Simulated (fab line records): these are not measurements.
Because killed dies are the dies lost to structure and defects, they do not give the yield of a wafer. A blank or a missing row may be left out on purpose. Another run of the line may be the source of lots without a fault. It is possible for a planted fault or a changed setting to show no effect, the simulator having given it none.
Matching of chambers :: flow nandHarc :: NHARC_P_GATE_DESCUM_48 on rieDiel-05 has 4 sister chambers
The step chemistry O2, time 3 s. 14 wafers are shown with their chamber, then 7 later ones without.

## WAFERS, EACH WITH ITS CHAMBER
wafer: L125.1
chamber: 1
showerheadPlenumPTorr (Torr): 1.91
drypumpMotorCurrentA (A): 6.3
oesProductAu (a.u.): 1.001

wafer: L125.4
chamber: 0
showerheadPlenumPTorr (Torr): 1.87
drypumpMotorCurrentA (A): 5.5
oesProductAu (a.u.): 0.986

wafer: L125.5
chamber: 2
showerheadPlenumPTorr (Torr): 2.03
drypumpMotorCurrentA (A): 6.2
oesProductAu (a.u.): 0.987

wafer: L138.1
chamber: 0
showerheadPlenumPTorr (Torr): 1.86
drypumpMotorCurrentA (A): 5.5
oesProductAu (a.u.): 0.997

wafer: L138.4
chamber: 2
showerheadPlenumPTorr (Torr): 2.02
drypumpMotorCurrentA (A): 6.1
oesProductAu (a.u.): 0.999

wafer: L138.5
chamber: 3
showerheadPlenumPTorr (Torr): 1.82
drypumpMotorCurrentA (A): 6.1
oesProductAu (a.u.): 0.993

wafer: L140.1
chamber: 0
showerheadPlenumPTorr (Torr): 1.86
drypumpMotorCurrentA (A): 5.5
oesProductAu (a.u.): 0.998

wafer: L140.5
chamber: 3
showerheadPlenumPTorr (Torr): 1.82
drypumpMotorCurrentA (A): 6.1
oesProductAu (a.u.): 0.996

wafer: L140.6
chamber: 0
showerheadPlenumPTorr (Torr): 1.86
drypumpMotorCurrentA (A): 5.5
oesProductAu (a.u.): 0.992

wafer: L141.2
chamber: 2
showerheadPlenumPTorr (Torr): 2.02
drypumpMotorCurrentA (A): 6.1
oesProductAu (a.u.): 0.986

wafer: L141.3
chamber: 0
showerheadPlenumPTorr (Torr): 1.86
drypumpMotorCurrentA (A): 5.5
oesProductAu (a.u.): 1.006

wafer: L141.6
chamber: 1
showerheadPlenumPTorr (Torr): 1.90
drypumpMotorCurrentA (A): 6.3
oesProductAu (a.u.): 1.010

wafer: L143.3
chamber: 1
showerheadPlenumPTorr (Torr): 1.90
drypumpMotorCurrentA (A): 6.2
oesProductAu (a.u.): 1.025

wafer: L143.4
chamber: 2
showerheadPlenumPTorr (Torr): 2.02
drypumpMotorCurrentA (A): 6.1
oesProductAu (a.u.): 0.984

SIGNATURES (averages over the wafers above)
reading: showerheadPlenumPTorr
chamber 0: 1.8620
chamber 1: 1.9033
chamber 2: 2.0225
chamber 3: 1.8200
scatter within a chamber: 0.00471

reading: drypumpMotorCurrentA
chamber 0: 5.500
chamber 1: 6.267
chamber 2: 6.125
chamber 3: 6.100
scatter within a chamber: 0.0376

reading: oesProductAu
chamber 0: 0.99580
chamber 1: 1.01200
chamber 2: 0.98900
chamber 3: 0.99450
scatter within a chamber: 0.00811
Rule: for a wafer and a chamber, the distance is found by dividing, reading by reading, the gap between the wafer's reading and the chamber's mean by the reading's scatter, squaring, summing and taking the root. If the next closest chamber is less than 2 further off than the closest, the wafer can't be placed; otherwise it belongs to the closest. The scatter: take each reading less its chamber's mean, square it, sum over the shown wafers, divide by the number of wafers less the number of chambers, and take the root.

## WAFERS WHOSE CHAMBER IS MISSING
wafer: L143.6
showerheadPlenumPTorr (Torr): 1.82
drypumpMotorCurrentA (A): 6.1
oesProductAu (a.u.): 0.995

wafer: L145.2
showerheadPlenumPTorr (Torr): 1.86
drypumpMotorCurrentA (A): 5.5
oesProductAu (a.u.): 1.007

wafer: L145.3
showerheadPlenumPTorr (Torr): 1.82
drypumpMotorCurrentA (A): 6.1
oesProductAu (a.u.): 0.997

wafer: L145.6
showerheadPlenumPTorr (Torr): 1.82
drypumpMotorCurrentA (A): 6.1
oesProductAu (a.u.): 0.991

wafer: L146.2
showerheadPlenumPTorr (Torr): 2.02
drypumpMotorCurrentA (A): 6.1
oesProductAu (a.u.): 0.998

wafer: L146.4
showerheadPlenumPTorr (Torr): 1.86
drypumpMotorCurrentA (A): 5.5
oesProductAu (a.u.): 1.000

wafer: L146.5
showerheadPlenumPTorr (Torr): 2.02
drypumpMotorCurrentA (A): 6.1
oesProductAu (a.u.): 1.006

## WHICH CHAMBER EACH ONE RAN IN
wafer: L143.6
from the rows above: 3
in truth: 3

wafer: L145.2
from the rows above: 0
in truth: 0

wafer: L145.3
from the rows above: 3
in truth: 3

wafer: L145.6
from the rows above: 3
in truth: 3

wafer: L146.2
from the rows above: 2
in truth: 2

wafer: L146.4
from the rows above: 0
in truth: 0

wafer: L146.5
from the rows above: 2
in truth: 2
Correct placement for 7 of the 7. Number that these rows cannot place: 0. Number placed wrongly: 0.
